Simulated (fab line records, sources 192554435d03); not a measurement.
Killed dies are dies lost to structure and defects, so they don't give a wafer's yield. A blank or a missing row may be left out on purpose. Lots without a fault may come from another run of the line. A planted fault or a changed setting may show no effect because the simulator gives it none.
Split-lot experiment | flow n5_finfet | 7 lots, 21 wafers read, on a route of 1938 steps

THE SPLIT
At N5_MOL_CONTACT_COAG_COAT_58 (time 60 s, resist thk 10 nm), the setting spin_rpm was moved away from the recipe's 1500 rpm on 3 of the 21 wafers read, by +5.5% to +9.6%. The other wafers ran this setting at the recipe's value.

FROM THE SPLIT TO THE READING: what the file shows between them, 3 steps
- N5_MOL_CONTACT_COAG_COAT_02: resist thk 30 nm
- N5_MOL_CONTACT_COAG_EBR_04
- N5_MOL_CONTACT_COAG_DESCUM_13: chemistry O2, time 7 s

THE READING
etch.depth_nm (the simulator's own value, which no gauge read), in nm, at N5_MOL_CONTACT_COAG_ETCH_59 (etches underlayer in N2/H2, target depth 13 nm, time 10.4 s). The file gives no usual value for it. The 18 wafers here that ran the recipe average 9.981 nm, standard deviation 0.036 nm.

wafer  | tool, chamber at the split | spin_rpm as run, rpm | against the recipe | etch.depth_nm, nm | against lot-mates on the recipe
L079.2 | litho_track-05, 0          | 1500                 | recipe             | 9.928             | -
L079.4 | litho_track-05, 0          | 1500                 | recipe             | 9.94              | -
L079.5 | litho_track-05, 0          | 1500                 | recipe             | 9.954             | -
L083.1 | litho_track-03, 0          | 1500                 | recipe             | 10.02             | -
L083.3 | litho_track-03, 0          | 1500                 | recipe             | 10                | -
L083.5 | litho_track-03, 0          | 1644                 | +9.6%              | 9.548             | -0.462
L084.4 | litho_track-05, 0          | 1500                 | recipe             | 9.953             | -
L084.5 | litho_track-05, 0          | 1500                 | recipe             | 9.952             | -
L084.6 | litho_track-05, 0          | 1500                 | recipe             | 9.942             | -
L088.4 | litho_track-05, 0          | 1500                 | recipe             | 9.94              | -
L088.5 | litho_track-05, 0          | 1582                 | +5.5%              | 9.746             | -0.194
L088.6 | litho_track-05, 0          | 1582                 | +5.5%              | 9.688             | -0.252
L093.2 | litho_track-05, 0          | 1500                 | recipe             | 10                | -
L093.5 | litho_track-05, 0          | 1500                 | recipe             | 10.04             | -
L093.6 | litho_track-05, 0          | 1500                 | recipe             | 9.992             | -
L095.2 | litho_track-01, 0          | 1500                 | recipe             | 9.975             | -
L095.4 | litho_track-01, 0          | 1500                 | recipe             | 9.96              | -
L095.6 | litho_track-01, 0          | 1500                 | recipe             | 9.97              | -
L097.1 | litho_track-01, 0          | 1500                 | recipe             | 10.04             | -
L097.4 | litho_track-01, 0          | 1500                 | recipe             | 10.03             | -
L097.6 | litho_track-01, 0          | 1500                 | recipe             | 10.02             | -

THE FIT
A straight line over all 21 wafers: etch.depth_nm changes by -0.0463 nm for each +1% of spin_rpm; r = -0.96; the points scatter about the line by 0.037 nm.
The same after taking each lot's own level away (the mean of its wafers on the recipe; 21 wafers): -0.0454 nm for each +1%; r = -0.99; scatter 0.018 nm.
On that fit, the largest move of spin_rpm shifts the reading by 0.44 nm.
The lots' own levels span 9.9400 to 10.0300 nm, that is 2.5 times the standard deviation above.
So the lot-to-lot level changes the slope little: the two slopes agree.
Check: with one of the wafers moved furthest among these (+9.6%) left out of the fit, the line predicts -0.392 nm for it against its lot-mates. It came out at -0.462 nm against them.

OTHER SPLITS ON THESE WAFERS
These wafers also went through other splits before the reading. Each is held against what the fit with the lots' levels taken away leaves over:
other split on the same wafers        | wafers away from the commonest value | r with etch.depth_nm (lot level and that fit taken away)
N5_SDB_ALD_29 ald_cycles              | 5                                    | -0.09
N5_HKMG_FIN_COAT_06 spin_rpm          | 9                                    | -0.43
N5_HKMG_FIN_DEVELOP_11 develop_time_s | 6                                    | +0.20

THE WHOLE CHAIN: every reading that the file lists as answering this split, in the file's order
step                        | what it does                                                | reading                                                                                        | change (the file's fit)                | r (the file's)
N5_MOL_CONTACT_COAG_COAT_58 | time 60 s, resist thk 10 nm                                 | underlayer_of_MOL_CONTACT_COAG_COAT_58.thk_nm (the simulator's own value, which no gauge read) | -0.0449 nm for each +1% of the setting | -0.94
N5_MOL_CONTACT_COAG_ETCH_59 | etches underlayer in N2/H2, target depth 13 nm, time 10.4 s | etch.depth_nm (the simulator's own value, which no gauge read)                                 | -0.0463 nm for each +1% of the setting | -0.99

THE FILE'S OWN FIT
etch.depth_nm changes by -0.0463 nm for each +1% of spin_rpm, r = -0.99.
